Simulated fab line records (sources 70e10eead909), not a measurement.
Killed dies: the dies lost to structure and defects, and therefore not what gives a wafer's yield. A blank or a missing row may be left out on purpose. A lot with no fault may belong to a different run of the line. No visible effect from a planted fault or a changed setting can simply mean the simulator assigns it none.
Comparing a struck lot with a sound one ; flow nand_harc ; 17 steps out of a route of 1159
Sound: these wafers, L757.2, L757.4, L757.5. Struck: wafer L769.5 (L769.2, L769.4, from the same lot, were not struck and are left out); the cause is given at the end.
For every step that has rows: the tool of each side, followed by ch and its chambers, followed by its first start. Under that, the readings that differ: sound wafers ; struck wafers ; difference of the means ; sigmas: that difference in standard deviations of wafers without a fault.
alike: readings with means less than 2 such deviations apart, plus words and numbers identical on both sides. not compared: withheld readings, readings lacking a value on some wafer, bounds such as >300 that could conceal the same value, and numbers that have no deviation in the record and whose values overlap.
Wherever a step has rows on one side only, a row that says differs or no value, or a row with sigmas, the two part there. Numbers that don't overlap but have no deviation are shown without sigmas and don't part them. A reading that every wafer of one side lacks parts them only if that side has two wafers or more.

NHARC_P_M0_OVL_MEAS_10: pitch 180 nm.
  sound on overlay-01, day 6 14:10; struck on overlay-01, day 9 21:10
reading;sound;struck;difference;sigmas
overlay_y_nm (nm);0.4 0.3 0.6;-2.0;-2.4;-3
  alike: overlay_x_nm
NHARC_P_M0_INSPECT_11:
  sound on defect_inspect-02, day 6 14:11; struck on defect_inspect-02, day 9 21:12
  alike: raw_defect_count
NHARC_P_M0_DESCUM_14: chemistry O2, time 3 s.
  sound on rie_diel-07 ch 0,2, day 6 14:15; struck on rie_diel-13 ch 2, day 9 21:17
  alike: drypump_motor_current_A, oes_product_au, rf_vpp_V, showerhead_plenum_p_Torr, throttle_valve_pct
  not compared: rf_hours_counter_h
then, 2 steps without rows for these wafers: NHARC_P_M0_ETCH_34 (etches the open film in N2/H2, target depth 40 nm, overetch 12 nm, time 43.94 s); NHARC_P_M0_ETCH_15 (etches the open film in C4F8/Ar, target depth 150 nm, overetch 15 nm, time 82.5 s).
NHARC_P_M0_CD_MEAS_16:
  sound on cd_sem-03, day 6 14:34; struck on cd_sem-03, day 9 21:36
  alike: cd_nm
NHARC_P_M0_STRIP_18: strips in N2/H2.
  sound on rie_diel-06 ch 0,2, day 6 14:38; struck on rie_diel-06 ch 1, day 9 21:44
reading;sound;struck;difference;sigmas
drypump_motor_current_A (A);5.1 5.4 5.0;6.4;+1.2;+3
  alike: oes_product_au, rf_vpp_V, showerhead_plenum_p_Torr, throttle_valve_pct
  not compared: rf_hours_counter_h
then, 1 step without rows for these wafers: NHARC_P_M0_STRIP_19 (strips in post etch residue remover, time 600 s).
NHARC_P_M0_DEGAS_28: time 60 s.
  sound on pvd_sputter-02, day 6 15:11; struck on pvd_sputter-03, day 9 22:13
  alike: heater_power_w
then, 2 steps without rows for these wafers: NHARC_P_M0_PRE_CLEAN_29 (time 30 s); NHARC_P_M0_PVD_20 (deposits TaN, target thk 5 nm, time 8.06 s).
NHARC_P_M0_PVD_21: deposits Cu, target thk 30 nm, time 20.49 s.
  sound on pvd_sputter-02; struck on pvd_sputter-03
  alike: throttle_valve_pct
NHARC_P_M0_ECD_22: material Cu, target thk 400 nm.
  sound on ecd_cu-01 ch 0,1, day 6 15:32; struck on ecd_cu-02 ch 0,1, day 9 22:35
NHARC_P_M0_ANNEAL_30: time 90 s.
  sound on rtp_anneal-01 ch 0, day 6 15:58; struck on rtp_anneal-02 ch 0, day 9 23:01
reading;sound;struck;difference;sigmas
wafer_temp_C_max;226.4 226.9 226.8;225.7;-1.0;-2
NHARC_P_M0_CMP_23: polishes, t overpolish 20 s, target thk 117.53 nm.
  sound on cmp-03 ch 1,2, day 6 16:15; struck on cmp-01 ch 2, day 9 23:20
reading;sound;struck;difference;sigmas
time_to_endpoint_s (s);34.8 28.7 33.3;9.8;-22.5;-9
  alike: motor_current_A
NHARC_P_M0_THK_MEAS_24: measures by xrf.
  sound on film_metro-01, day 6 16:34; struck on film_metro-01, day 9 23:38
  alike: thk_nm
-- the record jumps here: 13 days lie between the struck wafers' starts before and after (it left off in module P_M0 and takes up again in module END, whose first step shown is number 1159 of the route) --
NHARC_END_SORT_01:
  the record has rows for the struck wafers here (prober-01 ch 0, day 23 05:09) and none for the sound ones

== WHERE THEY PART ==
At NHARC_P_M0_OVL_MEAS_10 first; at NHARC_END_SORT_01 last (within this record only).

WHY: the cause the simulator had injected
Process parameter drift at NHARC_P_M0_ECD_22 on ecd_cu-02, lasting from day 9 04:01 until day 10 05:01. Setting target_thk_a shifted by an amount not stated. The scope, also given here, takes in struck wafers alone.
